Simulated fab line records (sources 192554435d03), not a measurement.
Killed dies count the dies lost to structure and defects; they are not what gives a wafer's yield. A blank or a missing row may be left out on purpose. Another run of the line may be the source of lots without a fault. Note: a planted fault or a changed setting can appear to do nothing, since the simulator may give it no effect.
Split-lot study | flow n5-finfet | on a route of 1938 steps: 7 lots, 21 wafers read

## THE SPLIT
At N5_BEOL_M14_PEB_26 (peb time 90 s), the setting peb-temp-c was moved away from the recipe's 130 C on 5 of the 21 wafers read, by -2.7% to -1.1%. The other wafers ran this setting at the recipe's value.

## FROM THE SPLIT TO THE READING: what the file shows between them, 2 steps
- N5_BEOL_M14_DEVELOP_27: develop time 45 s
- N5_BEOL_M14_HARDBAKE_32: time 120 s

## THE READING
cd-nm, in nm, at N5_BEOL_M14_CD_MEAS_28 (target cd 284.4 nm). Fault-free wafers of this fab line usually give 284.8 nm, standard deviation 1.9 nm.

wafer  | tool, chamber at the split | peb-temp-c as run, C | against the recipe | cd-nm, nm | against lot-mates on the recipe
L074.1 | litho-track-05, 0          | 130                  | recipe             | 285.2     | -
L074.5 | litho-track-05, 0          | 130                  | recipe             | 288.1     | -
L074.6 | litho-track-05, 0          | 130                  | recipe             | 283.8     | -
L075.2 | litho-track-01, 0          | 128.6                | -1.1%              | 276.4     | -8.4
L075.5 | litho-track-01, 0          | 130                  | recipe             | 284.8     | -
L075.6 | litho-track-01, 0          | 128.6                | -1.1%              | 276.3     | -8.5
L076.3 | litho-track-05, 0          | 130                  | recipe             | 285.9     | -
L076.4 | litho-track-05, 0          | 130                  | recipe             | 284.6     | -
L076.5 | litho-track-05, 0          | 126.5                | -2.7%              | 268.6     | -16.6
L083.1 | litho-track-01, 0          | 130                  | recipe             | 282.7     | -
L083.4 | litho-track-01, 0          | 130                  | recipe             | 283.3     | -
L083.5 | litho-track-01, 0          | 130                  | recipe             | 283.5     | -
L091.3 | litho-track-05, 0          | 130                  | recipe             | 286.6     | -
L091.4 | litho-track-05, 0          | 126.7                | -2.5%              | 265.8     | -20.8
L091.5 | litho-track-05, 0          | 126.7                | -2.5%              | 268.2     | -18.4
L094.1 | litho-track-01, 0          | 130                  | recipe             | 284.0     | -
L094.2 | litho-track-01, 0          | 130                  | recipe             | 285.3     | -
L094.3 | litho-track-01, 0          | 130                  | recipe             | 283.2     | -
L093.2 | litho-track-05, 0          | 130                  | recipe             | 285.4     | -
L093.3 | litho-track-05, 0          | 130                  | recipe             | 285.2     | -
L093.4 | litho-track-05, 0          | 130                  | recipe             | 288.2     | -

THE FIT
A straight line over all 21 wafers: cd-nm changes by +6.82 nm for each +1% of peb-temp-c; r = +0.97; the points scatter about the line by 1.6 nm.
The same after taking each lot's own level away (the mean of its wafers on the recipe; 21 wafers): +7.21 nm for each +1%; r = +0.98; scatter 1.3 nm.
Per that fit: largest peb-temp-c move, reading shift of 19 nm.
The span of the lots' own levels, 283.17 to 286.60 nm, comes to 1.8 times the standard deviation stated above.
Consequently the slope shifts little with the lot-to-lot level, the two slopes agreeing.
Check: with one of the wafers moved furthest among these (-2.7%) left out of the fit, the line predicts -20.8 nm for it against its lot-mates. Against them it came out at -16.6 nm.

## ADDITIONAL SPLITS CARRIED BY THESE WAFERS
Note: prior to the reading, these wafers also went through further splits. Each is held against what the fit with the lots' levels taken away leaves over:
other split on the same wafers | wafers away from the commonest value | r with cd-nm (lot level and that fit taken away)
N5_BEOL_M10_COAT_60 spin-rpm   | 6                                    | -0.04
N5_BEOL_M12_COAT_04 spin-rpm   | 11                                   | -0.16
N5_BEOL_M13_ETCH_59 bias-w     | 9                                    | +0.02
N5_BEOL_M14_COAT_66 spin-rpm   | 11                                   | +0.43

## THE WHOLE CHAIN: every reading that the file lists as answering this split, in the file's order
step                   | what it does                                           | reading                                                         | change (the file's fit)              | r (the file's)
N5_BEOL_M14_CD_MEAS_28 | target cd 284.4 nm                                     | cd-nm                                                           | +6.99 nm for each +1% of the setting | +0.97
N5_BEOL_M14_DESCUM_33  | chemistry O2, time 7.9 s                               | BEOL_M14.cd-nm (the simulator's own value, which no gauge read) | +6.9 nm for each +1% of the setting  | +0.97
N5_BEOL_M14_ETCH_67    | etches SiARC in CF4, target depth 143 nm, time 238.3 s | BEOL_M14.cd-nm (the simulator's own value, which no gauge read) | +6.83 nm for each +1% of the setting | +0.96
N5_BEOL_M14_ETCH_68    | etches SOC in N2/H2, time 450 s                        | BEOL_M14.cd-nm (the simulator's own value, which no gauge read) | +6.64 nm for each +1% of the setting | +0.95

## THE FILE'S OWN FIT
cd-nm changes by +6.99 nm for each +1% of peb-temp-c, r = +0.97.
